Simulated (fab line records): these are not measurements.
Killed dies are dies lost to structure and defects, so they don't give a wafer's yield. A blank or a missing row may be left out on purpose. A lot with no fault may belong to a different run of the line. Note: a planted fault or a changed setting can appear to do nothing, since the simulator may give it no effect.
Split-lot experiment / flow n5 finfet / 7 lots, 39 wafers read, on a route of 1938 steps

== ABOUT THE SPLIT ==
At N5_BEOL_M13_ETCH_59 (etches BARC in N2/H2, target depth 89 nm, overetch 26.7 nm, time 67.9 s), the setting time s was moved away from the recipe's 67.9 s on 15 of the 39 wafers read, by -53.0% to -17.7%. This setting was run at the recipe's value on the other wafers.

Between the split and the reading, the file records no step.

== THE READING ==
coat_of_BEOL_M13_COAT_04.thk nm (the simulator's own value, which no gauge read), in nm, at N5_BEOL_M13_VIA_ETCH_16 (etches SiOC in C4F8/O2/Ar, target depth 921.7 nm). No usual value for it is given in the file. Average 69.0 nm, standard deviation 4.5 nm, over the 24 wafers here run with the recipe.

wafer=L088.1; tool, chamber at the split=rie diel-01, 2; time s as run, s=67.9; against the recipe=recipe; coat_of_BEOL_M13_COAT_04.thk nm, nm=66.6; against lot-mates on the recipe=-
wafer=L088.2; tool, chamber at the split=rie diel-01, 1; time s as run, s=67.9; against the recipe=recipe; coat_of_BEOL_M13_COAT_04.thk nm, nm=66.2; against lot-mates on the recipe=-
wafer=L088.3; tool, chamber at the split=rie diel-01, 0; time s as run, s=67.9; against the recipe=recipe; coat_of_BEOL_M13_COAT_04.thk nm, nm=67; against lot-mates on the recipe=-
wafer=L088.4; tool, chamber at the split=rie diel-01, 3; time s as run, s=53.16; against the recipe=-21.7%; coat_of_BEOL_M13_COAT_04.thk nm, nm=80.4; against lot-mates on the recipe=+13.8
wafer=L088.5; tool, chamber at the split=rie diel-01, 1; time s as run, s=53.16; against the recipe=-21.7%; coat_of_BEOL_M13_COAT_04.thk nm, nm=80.2; against lot-mates on the recipe=+13.6
wafer=L088.6; tool, chamber at the split=rie diel-01, 2; time s as run, s=53.16; against the recipe=-21.7%; coat_of_BEOL_M13_COAT_04.thk nm, nm=76.6; against lot-mates on the recipe=+10.0
wafer=L087.1; tool, chamber at the split=rie diel-01, 3; time s as run, s=67.9; against the recipe=recipe; coat_of_BEOL_M13_COAT_04.thk nm, nm=73.8; against lot-mates on the recipe=-
wafer=L087.2; tool, chamber at the split=rie diel-01, 0; time s as run, s=67.9; against the recipe=recipe; coat_of_BEOL_M13_COAT_04.thk nm, nm=72.4; against lot-mates on the recipe=-
wafer=L087.3; tool, chamber at the split=rie diel-01, 1; time s as run, s=67.9; against the recipe=recipe; coat_of_BEOL_M13_COAT_04.thk nm, nm=64.6; against lot-mates on the recipe=-
wafer=L087.4; tool, chamber at the split=rie diel-01, 2; time s as run, s=67.9; against the recipe=recipe; coat_of_BEOL_M13_COAT_04.thk nm, nm=60.8; against lot-mates on the recipe=-
wafer=L087.5; tool, chamber at the split=rie diel-01, 2; time s as run, s=67.9; against the recipe=recipe; coat_of_BEOL_M13_COAT_04.thk nm, nm=63; against lot-mates on the recipe=-
wafer=L087.6; tool, chamber at the split=rie diel-01, 1; time s as run, s=67.9; against the recipe=recipe; coat_of_BEOL_M13_COAT_04.thk nm, nm=68; against lot-mates on the recipe=-
wafer=L092.1; tool, chamber at the split=rie diel-03, 0; time s as run, s=44.59; against the recipe=-34.3%; coat_of_BEOL_M13_COAT_04.thk nm, nm=88.6; against lot-mates on the recipe=+18.6
wafer=L092.2; tool, chamber at the split=rie diel-03, 2; time s as run, s=67.9; against the recipe=recipe; coat_of_BEOL_M13_COAT_04.thk nm, nm=73.2; against lot-mates on the recipe=-
wafer=L092.3; tool, chamber at the split=rie diel-03, 3; time s as run, s=67.9; against the recipe=recipe; coat_of_BEOL_M13_COAT_04.thk nm, nm=67.2; against lot-mates on the recipe=-
wafer=L092.4; tool, chamber at the split=rie diel-03, 1; time s as run, s=67.9; against the recipe=recipe; coat_of_BEOL_M13_COAT_04.thk nm, nm=69.6; against lot-mates on the recipe=-
wafer=L092.5; tool, chamber at the split=rie diel-03, 2; time s as run, s=44.59; against the recipe=-34.3%; coat_of_BEOL_M13_COAT_04.thk nm, nm=88; against lot-mates on the recipe=+18.0
wafer=L092.6; tool, chamber at the split=rie diel-03, 1; time s as run, s=44.59; against the recipe=-34.3%; coat_of_BEOL_M13_COAT_04.thk nm, nm=90.8; against lot-mates on the recipe=+20.8
wafer=L093.1; tool, chamber at the split=rie diel-06, 3; time s as run, s=67.9; against the recipe=recipe; coat_of_BEOL_M13_COAT_04.thk nm, nm=72.2; against lot-mates on the recipe=-
wafer=L093.2; tool, chamber at the split=rie diel-06, 1; time s as run, s=67.9; against the recipe=recipe; coat_of_BEOL_M13_COAT_04.thk nm, nm=69; against lot-mates on the recipe=-
wafer=L093.3; tool, chamber at the split=rie diel-06, 2; time s as run, s=67.9; against the recipe=recipe; coat_of_BEOL_M13_COAT_04.thk nm, nm=72.6; against lot-mates on the recipe=-
wafer=L093.4; tool, chamber at the split=rie diel-06, 0; time s as run, s=31.89; against the recipe=-53.0%; coat_of_BEOL_M13_COAT_04.thk nm, nm=100.4; against lot-mates on the recipe=+29.1
wafer=L093.5; tool, chamber at the split=rie diel-06, 3; time s as run, s=31.89; against the recipe=-53.0%; coat_of_BEOL_M13_COAT_04.thk nm, nm=104.8; against lot-mates on the recipe=+33.5
wafer=L093.6; tool, chamber at the split=rie diel-06, 0; time s as run, s=31.89; against the recipe=-53.0%; coat_of_BEOL_M13_COAT_04.thk nm, nm=99.4; against lot-mates on the recipe=+28.1
wafer=L094.1; tool, chamber at the split=rie diel-01, 2; time s as run, s=67.9; against the recipe=recipe; coat_of_BEOL_M13_COAT_04.thk nm, nm=68.8; against lot-mates on the recipe=-
wafer=L094.5; tool, chamber at the split=rie diel-01, 1; time s as run, s=67.9; against the recipe=recipe; coat_of_BEOL_M13_COAT_04.thk nm, nm=62.2; against lot-mates on the recipe=-
wafer=L094.6; tool, chamber at the split=rie diel-01, 2; time s as run, s=67.9; against the recipe=recipe; coat_of_BEOL_M13_COAT_04.thk nm, nm=66.2; against lot-mates on the recipe=-
wafer=L096.1; tool, chamber at the split=rie diel-03, 3; time s as run, s=67.9; against the recipe=recipe; coat_of_BEOL_M13_COAT_04.thk nm, nm=71; against lot-mates on the recipe=-
wafer=L096.2; tool, chamber at the split=rie diel-03, 1; time s as run, s=67.9; against the recipe=recipe; coat_of_BEOL_M13_COAT_04.thk nm, nm=78; against lot-mates on the recipe=-
wafer=L096.3; tool, chamber at the split=rie diel-03, 0; time s as run, s=55.85; against the recipe=-17.7%; coat_of_BEOL_M13_COAT_04.thk nm, nm=82.2; against lot-mates on the recipe=+10.1
wafer=L096.4; tool, chamber at the split=rie diel-03, 2; time s as run, s=55.85; against the recipe=-17.7%; coat_of_BEOL_M13_COAT_04.thk nm, nm=81.2; against lot-mates on the recipe=+9.1
wafer=L096.5; tool, chamber at the split=rie diel-03, 0; time s as run, s=55.85; against the recipe=-17.7%; coat_of_BEOL_M13_COAT_04.thk nm, nm=80; against lot-mates on the recipe=+7.9
wafer=L096.6; tool, chamber at the split=rie diel-03, 3; time s as run, s=67.9; against the recipe=recipe; coat_of_BEOL_M13_COAT_04.thk nm, nm=67.2; against lot-mates on the recipe=-
wafer=L097.1; tool, chamber at the split=rie diel-03, 2; time s as run, s=67.9; against the recipe=recipe; coat_of_BEOL_M13_COAT_04.thk nm, nm=79.6; against lot-mates on the recipe=-
wafer=L097.2; tool, chamber at the split=rie diel-03, 0; time s as run, s=44.22; against the recipe=-34.9%; coat_of_BEOL_M13_COAT_04.thk nm, nm=98; against lot-mates on the recipe=+25.7
wafer=L097.3; tool, chamber at the split=rie diel-03, 1; time s as run, s=44.22; against the recipe=-34.9%; coat_of_BEOL_M13_COAT_04.thk nm, nm=99.4; against lot-mates on the recipe=+27.1
wafer=L097.4; tool, chamber at the split=rie diel-03, 3; time s as run, s=67.9; against the recipe=recipe; coat_of_BEOL_M13_COAT_04.thk nm, nm=69.2; against lot-mates on the recipe=-
wafer=L097.5; tool, chamber at the split=rie diel-03, 0; time s as run, s=67.9; against the recipe=recipe; coat_of_BEOL_M13_COAT_04.thk nm, nm=68; against lot-mates on the recipe=-
wafer=L097.6; tool, chamber at the split=rie diel-03, 3; time s as run, s=44.22; against the recipe=-34.9%; coat_of_BEOL_M13_COAT_04.thk nm, nm=92.8; against lot-mates on the recipe=+20.5

THE FIT
A straight line over all 39 wafers: coat_of_BEOL_M13_COAT_04.thk nm changes by -0.638 nm for each +1% of time s; r = -0.94; the points scatter about the line by 4.3 nm.
The same after taking each lot's own level away (the mean of its wafers on the recipe; 39 wafers): -0.593 nm for each +1%; r = -0.95; scatter 3.5 nm.
On that fit, the largest move of time s shifts the reading by 31 nm.
Measured against the standard deviation above, the lots' own levels, which go from 65.73 to 72.27 nm, span 1.5 times it.
So the lot-to-lot level changes the slope little: the two slopes agree.
Check: with one of the wafers moved furthest among these (-53.0%) left out of the fit, the line predicts +31.8 nm for it against its lot-mates. Against them it came out at +29.1 nm.

== ADDITIONAL SPLITS CARRIED BY THESE WAFERS ==
Other splits were also applied to these wafers ahead of the reading. Each is held against what the fit with the lots' levels taken away leaves over:
other split on the same wafers=N5_BEOL_M6_TRENCH_ETCH_37 target depth a; wafers away from the commonest value=15; r with coat_of_BEOL_M13_COAT_04.thk nm (lot level and that fit taken away)=-0.28
other split on the same wafers=N5_BEOL_M7_DEP_56 target thk a; wafers away from the commonest value=12; r with coat_of_BEOL_M13_COAT_04.thk nm (lot level and that fit taken away)=+0.23
other split on the same wafers=N5_BEOL_M10_DEP_56 time s; wafers away from the commonest value=9; r with coat_of_BEOL_M13_COAT_04.thk nm (lot level and that fit taken away)=+0.07

== THE WHOLE CHAIN: every reading that the file lists as answering this split, in the file's order ==
step=N5_BEOL_M13_ETCH_59; what it does=etches BARC in N2/H2, target depth 89 nm, overetch 26.7 nm, time 67.9 s; reading=coat_of_BEOL_M13_COAT_04.thk nm (the simulator's own value, which no gauge read); change (the file's fit)=-0.646 nm for each +1% of the setting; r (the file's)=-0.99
step=N5_BEOL_M13_ETCH_59; what it does=etches BARC in N2/H2, target depth 89 nm, overetch 26.7 nm, time 67.9 s; reading=etch.depth nm (the simulator's own value, which no gauge read); change (the file's fit)=+0.465 nm for each +1% of the setting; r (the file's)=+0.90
step=N5_BEOL_M13_VIA_ETCH_16; what it does=etches SiOC in C4F8/O2/Ar, target depth 921.7 nm; reading=coat_of_BEOL_M13_COAT_04.thk nm (the simulator's own value, which no gauge read); change (the file's fit)=-0.592 nm for each +1% of the setting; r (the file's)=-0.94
step=N5_BEOL_M13_STRIP_63; what it does=strips in N2/H2; reading=strip time to endpoint s; change (the file's fit)=withheld for each +1% of the setting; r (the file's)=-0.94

== FILE'S OWN FIT ==
coat_of_BEOL_M13_COAT_04.thk nm changes by -0.592 nm for each +1% of time s, r = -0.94.
